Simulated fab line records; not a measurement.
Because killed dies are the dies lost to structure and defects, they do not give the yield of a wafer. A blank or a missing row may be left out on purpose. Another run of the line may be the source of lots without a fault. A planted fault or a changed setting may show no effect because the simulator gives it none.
Comparing a struck lot with a sound one -- flow nand_harc -- 15 out of 1302 route steps
Sound: these wafers, L709.1, L709.2, L709.5. Struck: wafer L723.4. (L723.1, L723.2 of the same lot were not struck and are left out.) The cause comes at the end.
Each step with rows lists, per side, the tool, then ch with its chambers, then its first start. Under that, the readings that differ: sound wafers -- struck wafers -- difference of the means -- sigmas: that difference in standard deviations of wafers without a fault.
alike: same words and numbers on both sides, and readings whose means sit less than 2 such deviations apart. not compared: any withheld reading, any reading some wafer has no value for, any bound like >300 that may hide the same value, and any number with overlapping values for which the record gives no deviation.
The two part at a step that has a row with sigmas, a row that says differs or no value, or rows on one side only. Numbers that have no deviation but don't overlap get no sigmas and don't part them. A reading missing from all wafers of one side parts the sides only when that side holds two or more wafers.

NHARC_P_M1_CD_MEAS_09: target cd 130 nm.
  sound on cd_sem-01 ch 0, day 8 07:30; struck on cd_sem-03 ch 0, day 14 04:51
reading,sound,struck,difference,sigmas
cd_nm (nm),129.2 129.4 129.2,131.2,+1.9,+3
NHARC_P_M1_OVL_MEAS_10: pitch 260 nm.
  sound: overlay-01 at day 8 07:35; struck: overlay-01 at day 14 04:56
  alike: overlay_x_nm, overlay_y_nm
NHARC_P_M1_INSPECT_11:
  sound: defect_inspect-02 at day 8 07:38; struck: defect_inspect-01 at day 14 04:58
reading,sound,struck,difference,sigmas
raw_defect_count,3 5 0,13,+10,+3
NHARC_P_M1_DESCUM_14: chemistry O2, time 3 s.
  sound on rie_diel-12 ch 1,3, day 8 07:41; struck on rie_diel-12 ch 1, day 14 05:02
  alike: chamber_pressure_mTorr, drypump_motor_current_A, oes_product_au, rf_vpp_V, showerhead_plenum_p_Torr, throttle_valve_pct
  not compared: rf_hours_counter_h
NHARC_P_M1_ETCH_35: etches the open film in N2/H2, target depth 40 nm, overetch 12 nm, time 43.94 s.
  sound on rie_diel-12 ch 0,1,2, day 8 07:47; struck on rie_diel-12 ch 1, day 14 05:07
  alike: bias_w, chamber_pressure_mTorr, drypump_motor_current_A, oes_product_au, rf_vpp_V, showerhead_plenum_p_Torr, throttle_valve_pct
  not compared: rf_hours_counter_h
then, 1 step without rows for these wafers: NHARC_P_M1_ETCH_15 (etches the open film in C4F8/Ar, target depth 182.5 nm, time 91.2 s).
NHARC_P_M1_CD_MEAS_16:
  sound: cd_sem-02 at day 8 07:59; struck: cd_sem-01 at day 14 05:20
  alike: cd_nm
then, 3 steps without rows for these wafers: NHARC_P_M1_STRIP_18 (strips in N2/H2); NHARC_P_M1_ETCH_28 (etches the open film in CF4/N2, target depth 30 nm, time 72.99 s); NHARC_P_M1_STRIP_19 (strips in post etch residue remover, time 600 s).
NHARC_P_M1_DEGAS_29: time 60 s.
  sound: pvd_sputter-02 at day 8 08:44; struck: pvd_sputter-02 at day 14 06:07
  alike: heater_power_w
NHARC_P_M1_PRE_CLEAN_30: time 30 s.
  sound on pvd_sputter-02; struck on pvd_sputter-02
  alike: heater_power_w
NHARC_P_M1_PVD_20: deposits TaN, target thk 5 nm, time 8.06 s.
  sound: pvd_sputter-02 at day 8 08:52; struck: pvd_sputter-02 at day 14 06:14
reading,sound,struck,difference,sigmas
cathode_dc_power_W (W),15004 14997 15000,16709,+1709,+99 or more
  alike: throttle_valve_pct
NHARC_P_M1_PVD_21: deposits Cu, target thk 30 nm, time 20.49 s.
  sound on pvd_sputter-02; struck on pvd_sputter-02
  alike: cathode_dc_power_W, throttle_valve_pct
then, 1 step without rows for these wafers: NHARC_END_SORT_01.

== WHERE THEY PART ==
At NHARC_P_M1_CD_MEAS_09 first; at NHARC_P_M1_PVD_20 last (within this record only). Later steps at which nothing parts them and some readings are alike: NHARC_P_M1_PVD_21.

WHY: the cause the simulator had injected
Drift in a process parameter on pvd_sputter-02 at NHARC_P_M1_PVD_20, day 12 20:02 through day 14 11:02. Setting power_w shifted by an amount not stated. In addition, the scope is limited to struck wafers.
